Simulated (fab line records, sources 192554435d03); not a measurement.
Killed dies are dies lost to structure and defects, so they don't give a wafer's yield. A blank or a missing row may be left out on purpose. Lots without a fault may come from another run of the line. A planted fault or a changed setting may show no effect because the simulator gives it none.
Split-lot experiment | flow n5_finfet | 7 lots, 39 wafers read, on a route of 1938 steps

THE SPLIT
At N5_BEOL_M11_ETCH_66 (etches SOC in N2/H2, target depth 120 nm, overetch 24 nm, time 180 s), the setting time_s was moved away from the recipe's 180 s on 12 of the 39 wafers read, by -56.5% to +36.6%. The other wafers ran this setting at the recipe's value.

The reading is taken at the split's own step.

THE READING
SiARC_of_BEOL_M11_COAT_64.thk_nm (the simulator's own value, which no gauge read), in nm, at N5_BEOL_M11_ETCH_66 (etches SOC in N2/H2, target depth 120 nm, overetch 24 nm, time 180 s). The file gives no usual value for it. The 27 wafers here that ran the recipe average 22.8 nm, standard deviation 0.19 nm.

wafer  | tool, chamber at the split | time_s as run, s | against the recipe | SiARC_of_BEOL_M11_COAT_64.thk_nm, nm | against lot-mates on the recipe
L075.1 | rie_diel-06, 1             | 237.4            | +31.9%             | 20.6                                 | -2.3
L075.2 | rie_diel-06, 0             | 180              | recipe             | 23                                   | -
L075.3 | rie_diel-06, 2             | 237.4            | +31.9%             | 20.6                                 | -2.3
L075.4 | rie_diel-06, 3             | 180              | recipe             | 22.6                                 | -
L075.5 | rie_diel-06, 2             | 180              | recipe             | 23                                   | -
L075.6 | rie_diel-06, 1             | 237.4            | +31.9%             | 20.4                                 | -2.5
L084.1 | rie_diel-02, 1             | 180              | recipe             | 22.8                                 | -
L084.2 | rie_diel-02, 2             | 180              | recipe             | 22.6                                 | -
L084.3 | rie_diel-02, 0             | 180              | recipe             | 23.2                                 | -
L084.4 | rie_diel-02, 3             | 245.8            | +36.6%             | 20.2                                 | -2.7
L084.5 | rie_diel-02, 1             | 245.8            | +36.6%             | 20.2                                 | -2.7
L084.6 | rie_diel-02, 0             | 245.8            | +36.6%             | 20.6                                 | -2.3
L086.1 | rie_diel-04, 1             | 180              | recipe             | 22.6                                 | -
L086.2 | rie_diel-04, 3             | 105.6            | -41.3%             | 25.8                                 | +3.3
L086.3 | rie_diel-04, 0             | 105.6            | -41.3%             | 25.6                                 | +3.1
L086.4 | rie_diel-04, 2             | 180              | recipe             | 22.4                                 | -
L086.5 | rie_diel-04, 2             | 105.6            | -41.3%             | 25.6                                 | +3.1
L086.6 | rie_diel-04, 1             | 180              | recipe             | 22.6                                 | -
L091.1 | rie_diel-02, 3,2           | 180              | recipe             | 22.8                                 | -
L091.4 | rie_diel-02, 3,2           | 180              | recipe             | 22.8                                 | -
L091.2 | rie_diel-02, 1             | 180              | recipe             | 22.8                                 | -
L090.1 | rie_diel-04, 1             | 78.39            | -56.5%             | 26.8                                 | +4.0
L090.2 | rie_diel-04, 3             | 180              | recipe             | 22.8                                 | -
L090.3 | rie_diel-04, 2             | 78.39            | -56.5%             | 26.8                                 | +4.0
L090.4 | rie_diel-04, 0             | 180              | recipe             | 22.6                                 | -
L090.5 | rie_diel-04, 0             | 78.39            | -56.5%             | 26.8                                 | +4.0
L090.6 | rie_diel-04, 3             | 180              | recipe             | 23                                   | -
L094.1 | rie_diel-02, 1             | 180              | recipe             | 23                                   | -
L094.2 | rie_diel-02, 0             | 180              | recipe             | 23                                   | -
L094.3 | rie_diel-02, 2             | 180              | recipe             | 22.6                                 | -
L094.4 | rie_diel-02, 3             | 180              | recipe             | 22.8                                 | -
L094.5 | rie_diel-02, 1             | 180              | recipe             | 22.8                                 | -
L094.6 | rie_diel-02, 2             | 180              | recipe             | 22.6                                 | -
L095.1 | rie_diel-02, 3             | 180              | recipe             | 23                                   | -
L095.2 | rie_diel-02, 1             | 180              | recipe             | 23                                   | -
L095.3 | rie_diel-02, 2             | 180              | recipe             | 22.8                                 | -
L095.4 | rie_diel-02, 0             | 180              | recipe             | 23                                   | -
L095.5 | rie_diel-02, 1             | 180              | recipe             | 23                                   | -
L095.6 | rie_diel-02, 0             | 180              | recipe             | 23                                   | -
Where a row lists several chambers, the file gives one row for several wafers and doesn't say which wafer went through which chamber.

THE FIT
A straight line over all 39 wafers: SiARC_of_BEOL_M11_COAT_64.thk_nm changes by -0.0698 nm for each +1% of time_s; r = -0.99; the points scatter about the line by 0.18 nm.
The same after taking each lot's own level away (the mean of its wafers on the recipe; 39 wafers): -0.072 nm for each +1%; r = -1.00; scatter 0.15 nm.
On that fit, the largest move of time_s shifts the reading by 4.1 nm.
The lots' own levels span 22.53 to 22.97 nm, that is 2.3 times the standard deviation above.
So the lot-to-lot level changes the slope little: the two slopes agree.
Check: with one of the wafers moved furthest among these (-56.5%) left out of the fit, the line predicts +4.09 nm for it against its lot-mates. It came out at +4 nm against them.

OTHER SPLITS ON THESE WAFERS
These wafers also went through other splits before the reading. Each is held against what the fit with the lots' levels taken away leaves over:
other split on the same wafers           | wafers away from the commonest value | r with SiARC_of_BEOL_M11_COAT_64.thk_nm (lot level and that fit taken away)
N5_BEOL_M7_TRENCH_ETCH_37 target_depth_a | 12                                   | +0.02
N5_BEOL_M10_ILD_DEP_00 time_s            | 12                                   | -0.16

THE WHOLE CHAIN: every reading that the file lists as answering this split, in the file's order
step                | what it does                                                         | reading                                                                           | change (the file's fit)                                                              | r (the file's)
N5_BEOL_M11_ETCH_66 | etches SOC in N2/H2, target depth 120 nm, overetch 24 nm, time 180 s | etch.depth_nm (the simulator's own value, which no gauge read)                    | not straight: 63.88 at the lowest setting, 100.1 at the recipe, 100.4 at the highest | not given
N5_BEOL_M11_ETCH_66 | etches SOC in N2/H2, target depth 120 nm, overetch 24 nm, time 180 s | SiARC_of_BEOL_M11_COAT_64.thk_nm (the simulator's own value, which no gauge read) | -0.0721 nm for each +1% of the setting                                               | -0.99

THE FILE'S OWN FIT
SiARC_of_BEOL_M11_COAT_64.thk_nm changes by -0.0721 nm for each +1% of time_s, r = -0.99.
